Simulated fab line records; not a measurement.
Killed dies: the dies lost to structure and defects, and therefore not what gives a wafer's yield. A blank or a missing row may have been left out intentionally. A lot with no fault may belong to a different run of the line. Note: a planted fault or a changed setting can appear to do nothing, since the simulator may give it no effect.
Chamber matching | flow n5_finfet | pecvd-02 running N5_BEOL_M9_PECVD_70: 3 sister chambers
The step deposits SiO2 from TEOS/O2, target thk 20 nm, time 22.7 s. 6 wafers are shown with their chamber, then 8 later ones without.

## WAFERS PAIRED WITH THEIR CHAMBERS
wafer  | chamber | throttle_valve_pct (%) | showerhead_vpp_V (V)
L078.6 | 2       | 20.6                   | 1243
L079.3 | 0       | 23.0                   | 1300
L079.5 | 0       | 22.8                   | 1319
L080.4 | 2       | 21.0                   | 1244
L080.6 | 1       | 23.6                   | 1272
L089.2 | 1       | 24.0                   | 1285

## WAFERS WITHOUT THEIR CHAMBER
wafer  | throttle_valve_pct (%) | showerhead_vpp_V (V)
L089.5 | 23.9                   | 1282
L089.6 | 21.0                   | 1231
L094.2 | 21.3                   | 1234
L094.4 | 21.0                   | 1251
L094.6 | 23.8                   | 1280
L096.1 | 20.9                   | 1233
L096.5 | 24.0                   | 1261
L096.6 | 21.3                   | 1226

## THE CHAMBER EACH PASSED THROUGH
wafer  | from the rows above | in truth
L089.5 | 1                   | 1
L089.6 | 2                   | 2
L094.2 | 2                   | 2
L094.4 | 2                   | 2
L094.6 | 1                   | 1
L096.1 | 2                   | 2
L096.5 | 1                   | 1
L096.6 | 2                   | 2
8 of 8 placed correctly. Not placeable from these rows: 0. Number placed wrongly: 0.
How it was worked out, from the rows above alone: a wafer's distance from a chamber is the root of the sum, over the readings, of the square of ((its reading less the chamber's mean) divided by the reading's scatter). If the next closest chamber is less than 2 further off than the closest, the wafer can't be placed; otherwise it belongs to the closest. Each chamber's mean is taken over the wafers shown for it. The scatter is the square root of a quotient: the sum, over the shown wafers, of each reading's squared deviation from its chamber's mean, divided by wafers minus chambers.
